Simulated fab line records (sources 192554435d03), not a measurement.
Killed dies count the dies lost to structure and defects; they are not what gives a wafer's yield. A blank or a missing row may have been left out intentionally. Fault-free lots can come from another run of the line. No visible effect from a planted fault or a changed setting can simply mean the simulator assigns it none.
Which tool did it? :: flow n5_finfet :: Sampling: 9 lots, 27 wafers, 5 of 1938 route steps

== WHAT EACH GAUGE READ, for each wafer ==
N5_FIN_SAQP_CD_MEAS_31: the cd target is 8 nm. Usual: 8.11 nm for cd_nm, sd 0.23.
lot: L943
measured: day 2 02:28
on: cd_sem-03
cd_nm (nm): 8.05 8.36 7.96
flag: 

lot: L947
measured: day 3 03:07
on: cd_sem-02
cd_nm (nm): 8.15 8.14 7.97
flag: 

lot: L949
measured: day 3 14:55
on: cd_sem-02
cd_nm (nm): 8.07 8.26 8.16
flag: 

lot: L950
measured: day 3 19:51
on: cd_sem-01
cd_nm (nm): 8.06 7.66 8.47
flag: 

lot: L958
measured: day 5 21:29
on: cd_sem-03
cd_nm (nm): 8.17 8.27 8.60
flag: 

lot: L962
measured: day 6 19:37
on: cd_sem-01
cd_nm (nm): 7.93 7.80 7.88
flag: 

lot: L963
measured: day 7 01:31
on: cd_sem-03
cd_nm (nm): 8.02 7.99 8.25
flag: 

lot: L964
measured: day 7 08:20
on: cd_sem-01
cd_nm (nm): 8.19 8.20 8.29
flag: 

lot: L966
measured: day 7 19:38
on: cd_sem-01
cd_nm (nm): 8.03 8.06 8.69
flag: 

N5_BEOL_M4_RC_MEAS_101. Usual: DIBL_N 36.2 mV/V, standard deviation 1.4; DIBL_P 36.1 mV/V, standard deviation 1.5; IOFF_N 0.153 nA/um, standard deviation 0.02; IOFF_P 0.215 nA/um, standard deviation 0.03; ION_N 672 uA/um, standard deviation 8.6; ION_P 463 uA/um, standard deviation 6.8; SS_N 71.5 mV/dec, standard deviation 0.47; SS_P 73.3 mV/dec, standard deviation 0.57; VT_N 250.6 mV, standard deviation 2.4; VT_P -249 mV, standard deviation 3.2.
lot: L943
measured: day 8 02:04
on: prober-01
DIBL_N (mV/V): 37.6 37.6 37.4
DIBL_P (mV/V): 37.9 38.2 37.4
IOFF_N (nA/um): 0.159 0.161 0.151
IOFF_P (nA/um): 0.247 0.259 0.246
ION_N (uA/um): 674 665 661
ION_P (uA/um): 474 465 464
SS_N (mV/dec): 72.6 72.1 72.0
SS_P (mV/dec): 72.9 73.1 73.3
VT_N (mV): 249.2 249.9 252.7
VT_P (mV): -247 -245 -247
flag: 

lot: L947
measured: day 8 22:47
on: prober-01
DIBL_N (mV/V): 36.2 37.4 36.5
DIBL_P (mV/V): 35.4 36.6 35.7
IOFF_N (nA/um): 0.146 0.162 0.148
IOFF_P (nA/um): 0.181 0.185 0.171
ION_N (uA/um): 666 672 667
ION_P (uA/um): 456 455 447
SS_N (mV/dec): 71.9 71.7 71.5
SS_P (mV/dec): 73.4 74.1 73.5
VT_N (mV): 249.2 252.6 253.0
VT_P (mV): -255 -255 -255
flag: 

lot: L949
measured: day 10 05:20
on: prober-01
DIBL_N (mV/V): 36.0 35.7 35.8
DIBL_P (mV/V): 36.4 36.1 37.0
IOFF_N (nA/um): 0.159 0.144 0.159
IOFF_P (nA/um): 0.242 0.236 0.255
ION_N (uA/um): 676 666 674
ION_P (uA/um): 472 471 476
SS_N (mV/dec): 72.3 71.4 71.3
SS_P (mV/dec): 73.8 72.5 73.1
VT_N (mV): 249.5 252.1 251.9
VT_P (mV): -244 -245 -244
flag: 

lot: L950
measured: day 9 22:04
on: prober-02
DIBL_N (mV/V): 34.3 36.0 35.6
DIBL_P (mV/V): 33.5 35.1 34.9
IOFF_N (nA/um): 0.120 0.144 0.146
IOFF_P (nA/um): 0.195 0.229 0.223
ION_N (uA/um): 661 673 669
ION_P (uA/um): 468 470 466
SS_N (mV/dec): 71.3 71.5 71.7
SS_P (mV/dec): 72.6 73.6 73.7
VT_N (mV): 255.7 250.6 251.3
VT_P (mV): -250 -248 -248
flag: 

lot: L958
measured: day 12 04:41
on: prober-02
DIBL_N (mV/V): 35.8 38.1 36.9
DIBL_P (mV/V): 35.7 38.4 37.2
IOFF_N (nA/um): 0.143 0.181 0.156
IOFF_P (nA/um): 0.210 0.239 0.218
ION_N (uA/um): 666 682 677
ION_P (uA/um): 454 467 468
SS_N (mV/dec): 70.9 72.3 71.6
SS_P (mV/dec): 72.8 73.7 73.5
VT_N (mV): 251.7 250.4 250.8
VT_P (mV): -252 -250 -250
flag: 

lot: L962
measured: day 12 07:14
on: prober-02
DIBL_N (mV/V): 36.3 37.0 35.8
DIBL_P (mV/V): 35.7 35.8 34.3
IOFF_N (nA/um): 0.150 0.161 0.135
IOFF_P (nA/um): 0.215 0.217 0.189
ION_N (uA/um): 659 677 669
ION_P (uA/um): 459 465 465
SS_N (mV/dec): 71.2 71.5 71.2
SS_P (mV/dec): 73.9 73.6 72.8
VT_N (mV): 250.0 248.7 250.4
VT_P (mV): -248 -251 -252
flag: 

lot: L963
measured: day 12 23:07
on: prober-02
DIBL_N (mV/V): 33.4 34.2 37.0
DIBL_P (mV/V): 33.3 34.3 37.3
IOFF_N (nA/um): 0.105 0.113 0.147
IOFF_P (nA/um): 0.157 0.175 0.210
ION_N (uA/um): 659 652 681
ION_P (uA/um): 456 451 467
SS_N (mV/dec): 71.1 71.2 71.7
SS_P (mV/dec): 72.7 72.6 73.5
VT_N (mV): 254.6 254.2 253.8
VT_P (mV): -255 -251 -250
flag: 

lot: L964
measured: day 13 09:07
on: prober-02
DIBL_N (mV/V): 36.7 36.4 37.6
DIBL_P (mV/V): 37.1 36.2 37.5
IOFF_N (nA/um): 0.156 0.150 0.176
IOFF_P (nA/um): 0.239 0.224 0.252
ION_N (uA/um): 683 676 693
ION_P (uA/um): 472 470 475
SS_N (mV/dec): 70.9 71.2 71.9
SS_P (mV/dec): 73.3 72.1 73.3
VT_N (mV): 252.4 250.8 249.7
VT_P (mV): -248 -249 -246
flag: 

lot: L966
measured: day 13 14:23
on: prober-01
DIBL_N (mV/V): 34.1 36.1 35.6
DIBL_P (mV/V): 35.2 37.2 36.6
IOFF_N (nA/um): 0.146 0.166 0.160
IOFF_P (nA/um): 0.200 0.217 0.213
ION_N (uA/um): 676 667 676
ION_P (uA/um): 467 462 461
SS_N (mV/dec): 70.4 71.7 71.5
SS_P (mV/dec): 73.2 73.4 73.7
VT_N (mV): 249.4 249.0 250.4
VT_P (mV): -249 -247 -251
flag: 

== EACH LOT AND THE TOOL THAT RAN IT (in order: tool; ch and the chambers of the sampled wafers; start) ==
lot: L943
N5_FIN_SAQP_SPACER1_ALD_24: ald_sin-04 ch 1,2, day 1 23:55
N5_FIN_SAQP_ETCH_57: rie_diel-04 ch 0,1,2, day 2 00:56
N5_FIN_SAQP_ETCH_69: rie_diel-04 ch 0,1,2, day 2 01:35

lot: L947
N5_FIN_SAQP_SPACER1_ALD_24: ald_sin-01 ch 1,3, day 3 00:23
N5_FIN_SAQP_ETCH_57: rie_diel-03 ch 0,2,3, day 3 01:31
N5_FIN_SAQP_ETCH_69: rie_diel-04 ch 0,1,2, day 3 02:17

lot: L949
N5_FIN_SAQP_SPACER1_ALD_24: ald_sin-02 ch 0,3, day 3 12:04
N5_FIN_SAQP_ETCH_57: rie_diel-02 ch 1,2,3, day 3 13:02
N5_FIN_SAQP_ETCH_69: rie_diel-04 ch 1,2,3, day 3 13:52

lot: L950
N5_FIN_SAQP_SPACER1_ALD_24: ald_sin-01 ch 0,2,3, day 3 17:11
N5_FIN_SAQP_ETCH_57: rie_diel-04 ch 0,3, day 3 18:15
N5_FIN_SAQP_ETCH_69: rie_diel-04 ch 0,1,3, day 3 18:55

lot: L958
N5_FIN_SAQP_SPACER1_ALD_24: ald_sin-04 ch 1,2,3, day 5 18:55
N5_FIN_SAQP_ETCH_57: rie_diel-02 ch 0,1, day 5 19:52
N5_FIN_SAQP_ETCH_69: rie_diel-02 ch 0,3, day 5 20:32

lot: L962
N5_FIN_SAQP_SPACER1_ALD_24: ald_sin-02 ch 0,1,3, day 6 17:03
N5_FIN_SAQP_ETCH_57: rie_diel-03 ch 0,1,3, day 6 18:07
N5_FIN_SAQP_ETCH_69: rie_diel-04 ch 0,1,2, day 6 18:47

lot: L963
N5_FIN_SAQP_SPACER1_ALD_24: ald_sin-02 ch 0,1,2, day 6 23:01
N5_FIN_SAQP_ETCH_57: rie_diel-02 ch 1,2,3, day 7 00:01
N5_FIN_SAQP_ETCH_69: rie_diel-04 ch 0,1, day 7 00:41

lot: L964
N5_FIN_SAQP_SPACER1_ALD_24: ald_sin-02 ch 1,2,3, day 7 05:52
N5_FIN_SAQP_ETCH_57: rie_diel-02 ch 1,2, day 7 06:50
N5_FIN_SAQP_ETCH_69: rie_diel-04 ch 1,2,3, day 7 07:31

lot: L966
N5_FIN_SAQP_SPACER1_ALD_24: ald_sin-02 ch 0,1,3, day 7 16:53
N5_FIN_SAQP_ETCH_57: rie_diel-03 ch 0,1,2, day 7 17:51
N5_FIN_SAQP_ETCH_69: rie_diel-02 ch 0,1,2, day 7 18:44
- N5_FIN_SAQP_SPACER1_ALD_24: deposits SiO2, target thk 20.3 nm, pulse time 1 s, purge time 2 s.
- N5_FIN_SAQP_ETCH_57: etches SiNx in CH3F/O2, target depth 32.5 nm, time 46.4 s.
- N5_FIN_SAQP_ETCH_69: etches SOC in N2/H2, stops on SiNx, target depth 150 nm.

== AS READ BY THE TOOLS THEMSELVES (means over the sampled wafers that have a number; for cases with no such wafer, the mark the record gives instead) ==
N5_FIN_SAQP_SPACER1_ALD_24. Usual: heater_power_w 454 W, standard deviation 51; precursor_pulse_height_rel 1.002, standard deviation 0.018.
lot: L943
tool: ald_sin-04
heater_power_w (W): 420
precursor_pulse_height_rel: 0.996
flag: 

lot: L947
tool: ald_sin-01
heater_power_w (W): 448
precursor_pulse_height_rel: 1.002
flag: 

lot: L949
tool: ald_sin-02
heater_power_w (W): 435
precursor_pulse_height_rel: 0.989
flag: 

lot: L950
tool: ald_sin-01
heater_power_w (W): 473
precursor_pulse_height_rel: 0.989
flag: 

lot: L958
tool: ald_sin-04
heater_power_w (W): 479
precursor_pulse_height_rel: 1.002
flag: 

lot: L962
tool: ald_sin-02
heater_power_w (W): 403
precursor_pulse_height_rel: 1.005
flag: 

lot: L963
tool: ald_sin-02
heater_power_w (W): 419
precursor_pulse_height_rel: 0.984
flag: 

lot: L964
tool: ald_sin-02
heater_power_w (W): 423
precursor_pulse_height_rel: 0.990
flag: 

lot: L966
tool: ald_sin-02
heater_power_w (W): 402
precursor_pulse_height_rel: 1.009
flag: 

N5_FIN_SAQP_ETCH_57. Usual: O2_flow_sccm 20.00 sccm, standard deviation 0.049; drypump_motor_current_A 5.5 A, standard deviation 0.56; etch_rf_on_time_s 46.2 s, standard deviation 0.86; oes_o_777_au 0.80 a.u., standard deviation 0.086; oes_product_au 0.68 a.u., standard deviation 0.077; rf_fwd_power_W 388.5 W, standard deviation 2.3; rf_vpp_V 296.9 V, standard deviation 2.9; showerhead_plenum_p_Torr 2.02 Torr, standard deviation 0.064; throttle_valve_pct 16.32 %, standard deviation 0.19.
lot: L943
tool: rie_diel-04
O2_flow_sccm (sccm): 20.01
drypump_motor_current_A (A): 6.0
etch_rf_on_time_s (s): 46.3
oes_o_777_au (a.u.): 0.78
oes_product_au (a.u.): 0.68
rf_fwd_power_W (W): 389.8
rf_vpp_V (V): 298.0
showerhead_plenum_p_Torr (Torr): 2.04
throttle_valve_pct (%): 16.46
flag: 

lot: L947
tool: rie_diel-03
O2_flow_sccm (sccm): 19.94
drypump_motor_current_A (A): 5.4
etch_rf_on_time_s (s): 45.5
oes_o_777_au (a.u.): 0.81
oes_product_au (a.u.): 0.69
rf_fwd_power_W (W): 388.4
rf_vpp_V (V): 297.0
showerhead_plenum_p_Torr (Torr): 2.03
throttle_valve_pct (%): 16.28
flag: 

lot: L949
tool: rie_diel-02
O2_flow_sccm (sccm): 20.04
drypump_motor_current_A (A): 5.0
etch_rf_on_time_s (s): 46.9
oes_o_777_au (a.u.): 0.78
oes_product_au (a.u.): 0.66
rf_fwd_power_W (W): 387.4
rf_vpp_V (V): 296.4
showerhead_plenum_p_Torr (Torr): 2.00
throttle_valve_pct (%): 16.27
flag: 

lot: L950
tool: rie_diel-04
O2_flow_sccm (sccm): 20.05
drypump_motor_current_A (A): 5.5
etch_rf_on_time_s (s): 45.8
oes_o_777_au (a.u.): 0.86
oes_product_au (a.u.): 0.73
rf_fwd_power_W (W): 386.5
rf_vpp_V (V): 297.8
showerhead_plenum_p_Torr (Torr): 2.08
throttle_valve_pct (%): 16.20
flag: 

lot: L958
tool: rie_diel-02
O2_flow_sccm (sccm): 20.03
drypump_motor_current_A (A): 5.8
etch_rf_on_time_s (s): 46.6
oes_o_777_au (a.u.): 0.73
oes_product_au (a.u.): 0.62
rf_fwd_power_W (W): 389.3
rf_vpp_V (V): 292.9
showerhead_plenum_p_Torr (Torr): 1.93
throttle_valve_pct (%): 16.37
flag: 

lot: L962
tool: rie_diel-03
O2_flow_sccm (sccm): 20.00
drypump_motor_current_A (A): 5.5
etch_rf_on_time_s (s): 46.4
oes_o_777_au (a.u.): 0.86
oes_product_au (a.u.): 0.74
rf_fwd_power_W (W): 388.8
rf_vpp_V (V): 297.0
showerhead_plenum_p_Torr (Torr): 2.05
throttle_valve_pct (%): 16.20
flag: 

lot: L963
tool: rie_diel-02
O2_flow_sccm (sccm): 20.01
drypump_motor_current_A (A): 5.0
etch_rf_on_time_s (s): 46.5
oes_o_777_au (a.u.): 0.84
oes_product_au (a.u.): 0.71
rf_fwd_power_W (W): 389.1
rf_vpp_V (V): 296.6
showerhead_plenum_p_Torr (Torr): 1.99
throttle_valve_pct (%): 16.18
flag: 

lot: L964
tool: rie_diel-02
O2_flow_sccm (sccm): 20.01
drypump_motor_current_A (A): 5.1
etch_rf_on_time_s (s): 46.6
oes_o_777_au (a.u.): 0.86
oes_product_au (a.u.): 0.74
rf_fwd_power_W (W): 387.0
rf_vpp_V (V): 296.6
showerhead_plenum_p_Torr (Torr): 2.00
throttle_valve_pct (%): 16.09
flag: 

lot: L966
tool: rie_diel-03
O2_flow_sccm (sccm): 20.04
drypump_motor_current_A (A): 5.7
etch_rf_on_time_s (s): 45.6
oes_o_777_au (a.u.): 0.84
oes_product_au (a.u.): 0.71
rf_fwd_power_W (W): 388.4
rf_vpp_V (V): 295.8
showerhead_plenum_p_Torr (Torr): 2.04
throttle_valve_pct (%): 16.22
flag: 

N5_FIN_SAQP_ETCH_69. Usual: drypump_motor_current_A 5.7 A, standard deviation 0.55; oes_product_au 0.79 a.u., standard deviation 0.089; rf_fwd_power_W 844 W, standard deviation 3.9; rf_vpp_V 241.2 V, standard deviation 1.3; showerhead_plenum_p_Torr 2.58 Torr, standard deviation 0.084; throttle_valve_pct 17.83 %, standard deviation 0.21.
lot: L943
tool: rie_diel-04
drypump_motor_current_A (A): 6.0
oes_product_au (a.u.): 0.78
rf_fwd_power_W (W): 845
rf_vpp_V (V): 242.4
showerhead_plenum_p_Torr (Torr): 2.59
throttle_valve_pct (%): 17.94
flag: 

lot: L947
tool: rie_diel-04
drypump_motor_current_A (A): 6.0
oes_product_au (a.u.): 0.77
rf_fwd_power_W (W): 1016
rf_vpp_V (V): 228.5
showerhead_plenum_p_Torr (Torr): 2.58
throttle_valve_pct (%): 17.98
flag: OFF

lot: L949
tool: rie_diel-04
drypump_motor_current_A (A): 5.9
oes_product_au (a.u.): 0.85
rf_fwd_power_W (W): 1017
rf_vpp_V (V): 229.5
showerhead_plenum_p_Torr (Torr): 2.65
throttle_valve_pct (%): 17.79
flag: OFF

lot: L950
tool: rie_diel-04
drypump_motor_current_A (A): 5.9
oes_product_au (a.u.): 0.80
rf_fwd_power_W (W): 1014
rf_vpp_V (V): 230.5
showerhead_plenum_p_Torr (Torr): 2.63
throttle_valve_pct (%): 17.86
flag: OFF

lot: L958
tool: rie_diel-02
drypump_motor_current_A (A): 5.7
oes_product_au (a.u.): 0.70
rf_fwd_power_W (W): 845
rf_vpp_V (V): 240.3
showerhead_plenum_p_Torr (Torr): 2.44
throttle_valve_pct (%): 17.91
flag: 

lot: L962
tool: rie_diel-04
drypump_motor_current_A (A): 6.0
oes_product_au (a.u.): 0.74
rf_fwd_power_W (W): 847
rf_vpp_V (V): 241.4
showerhead_plenum_p_Torr (Torr): 2.57
throttle_valve_pct (%): 18.02
flag: 

lot: L963
tool: rie_diel-04
drypump_motor_current_A (A): 6.1
oes_product_au (a.u.): 0.70
rf_fwd_power_W (W): 844
rf_vpp_V (V): 240.5
showerhead_plenum_p_Torr (Torr): 2.55
throttle_valve_pct (%): 18.11
flag: 

lot: L964
tool: rie_diel-04
drypump_motor_current_A (A): 5.9
oes_product_au (a.u.): 0.80
rf_fwd_power_W (W): 845
rf_vpp_V (V): 241.6
showerhead_plenum_p_Torr (Torr): 2.64
throttle_valve_pct (%): 17.85
flag: 

lot: L966
tool: rie_diel-02
drypump_motor_current_A (A): 5.5
oes_product_au (a.u.): 0.90
rf_fwd_power_W (W): 843
rf_vpp_V (V): 241.3
showerhead_plenum_p_Torr (Torr): 2.59
throttle_valve_pct (%): 17.56
flag: 

== THE ANSWER, worked out from the rows above alone ==
Rule: a lot is off if the mean of its wafers that have a number lies more than 3 standard deviations from the usual mean. A lot without any number at a reading at which 4 lots or more have one is off too. The other lots that the step has rows for count as sound. The gauges are gone through in route order, then the tools' own readings, and for those a lot's mean is taken as printed above. At the first step where some lot is off, the reading lying furthest off is the one used; lots without a number count as furthest.
Off at N5_FIN_SAQP_ETCH_69 (rf_fwd_power_W): L947, L949, L950.
If a tool, at that step or one of the process steps before it, ran each lot that is off and ran no sound lot following the first of them, it fits. Not one of the candidates tried fits.

== WHAT WAS PUT IN BY THE SIMULATOR ==
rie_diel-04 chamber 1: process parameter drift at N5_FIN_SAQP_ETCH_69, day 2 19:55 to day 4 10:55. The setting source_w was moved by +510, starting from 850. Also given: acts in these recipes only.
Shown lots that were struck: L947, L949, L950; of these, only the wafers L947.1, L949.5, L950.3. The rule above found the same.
